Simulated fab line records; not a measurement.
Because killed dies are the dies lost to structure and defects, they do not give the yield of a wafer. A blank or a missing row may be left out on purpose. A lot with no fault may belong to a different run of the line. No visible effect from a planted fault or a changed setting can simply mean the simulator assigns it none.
Matching of chambers | flow n5_finfet | N5_BEOL_M7_ETCH_61 on rie_diel-05: 3 sister chambers
The step etches SiARC in CF4, target depth 45.5 nm, time 75.8 s. 14 wafers are shown with their chamber, then 5 later ones without.

WAFERS, EACH WITH ITS CHAMBER
wafer  | chamber | showerhead_plenum_p_Torr (Torr) | throttle_valve_pct (%) | oes_product_au (a.u.)
L078.1 | 0       | 2.02                            | 15.78                  | 0.59
L078.2 | 2       | 2.08                            | 15.69                  | 0.68
L078.3 | 3       | 2.26                            | 15.42                  | 0.73
L078.4 | 2       | 2.08                            | 15.68                  | 0.68
L078.5 | 3       | 2.26                            | 15.44                  | 0.72
L078.6 | 0       | 2.02                            | 15.79                  | 0.58
L079.2 | 0       | 2.02                            | 15.77                  | 0.59
L079.3 | 3       | 2.26                            | 15.43                  | 0.72
L079.4 | 0       | 2.02                            | 15.79                  | 0.58
L081.1 | 2       | 2.07                            | 15.72                  | 0.66
L081.4 | 3       | 2.25                            | 15.44                  | 0.71
L081.5 | 3       | 2.25                            | 15.46                  | 0.70
L085.2 | 2       | 2.07                            | 15.71                  | 0.66
L085.3 | 3       | 2.25                            | 15.47                  | 0.70

SIGNATURES (means of the wafers above)
reading                  | chamber 0 | chamber 2 | chamber 3 | scatter within a chamber
showerhead_plenum_p_Torr | 2.0200    | 2.0750    | 2.2550    | 0.00477
throttle_valve_pct       | 15.7825   | 15.7000   | 15.4433   | 0.0165
oes_product_au           | 0.5850    | 0.6700    | 0.7133    | 0.0106
Rule: for a wafer and a chamber, the distance is found by dividing, reading by reading, the gap between the wafer's reading and the chamber's mean by the reading's scatter, squaring, summing and taking the root. The wafer belongs to the nearest chamber; if the next one is less than 2 further off, it can't be placed. The scatter: the root of (the sum of the squares of (reading less its chamber's mean) over the shown wafers, divided by (wafers less chambers)).

WAFERS MISSING THEIR CHAMBER
wafer  | showerhead_plenum_p_Torr (Torr) | throttle_valve_pct (%) | oes_product_au (a.u.)
L085.4 | 2.25                            | 15.47                  | 0.71
L086.1 | 2.07                            | 15.73                  | 0.66
L086.6 | 2.07                            | 15.73                  | 0.66
L089.2 | 2.07                            | 15.74                  | 0.65
L089.6 | 2.07                            | 15.71                  | 0.66

CHAMBER TAKEN BY EACH
wafer  | from the rows above | in truth
L085.4 | 3                   | 3
L086.1 | 2                   | 2
L086.6 | 2                   | 2
L089.2 | 2                   | 2
L089.6 | 2                   | 2
Placed correctly: 5 of 5. Left unplaced by these rows: 0. 0 placed wrongly.
